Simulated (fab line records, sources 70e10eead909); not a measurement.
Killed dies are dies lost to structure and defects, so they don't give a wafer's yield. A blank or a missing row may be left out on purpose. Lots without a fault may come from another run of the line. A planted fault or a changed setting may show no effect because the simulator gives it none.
Chamber matching | flow nand_harc | NHARC_P_STI_DESCUM_14 on rie_diel-08: 4 sister chambers
The step chemistry O2, time 3 s. 4 wafers are shown with their chamber, then 10 later ones without.

WAFERS WITH THEIR CHAMBER
wafer  | chamber | oes_product_au (a.u.)
L084.2 | 2       | 0.996
L084.3 | 0       | 1.009
L088.1 | 1       | 1.001
L088.4 | 3       | 1.003

WAFERS WITHOUT THEIR CHAMBER
wafer  | oes_product_au (a.u.)
L088.6 | 0.993
L091.3 | 0.993
L091.4 | 0.998
L091.6 | 0.992
L092.2 | 0.995
L092.3 | 0.996
L092.4 | 1.007
L097.2 | 1.002
L097.4 | 0.993
L097.5 | 1.003

WHICH CHAMBER EACH WENT THROUGH
wafer  | from the rows above          | in truth
L088.6 | 2                            | 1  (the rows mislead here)
L091.3 | 2                            | 2
L091.4 | can't be placed: 2 or 1 or 3 | 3
L091.6 | 2                            | 2
L092.2 | 2                            | 2
L092.3 | 2                            | 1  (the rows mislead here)
L092.4 | can't be placed: 0 or 3 or 1 | 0
L097.2 | can't be placed: 3 or 1      | 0
L097.4 | 2                            | 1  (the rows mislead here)
L097.5 | can't be placed: 3 or 1      | 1
Placed correctly: 3 of 10. Can't be placed from these rows: 4 (the true chamber is among the candidates in 3). Placed wrongly: 3.
How it was worked out, from the rows above alone: a wafer's distance from a chamber is the root of the sum, over the readings, of the square of ((its reading less the chamber's mean) divided by the reading's scatter). The wafer belongs to the nearest chamber; if the next one is less than 2 further off, it can't be placed. A chamber's mean is the mean of its shown wafers. The scatter: with one shown wafer a chamber, the root of the mean of the squares of how far each hidden wafer lies from its nearest shown one.
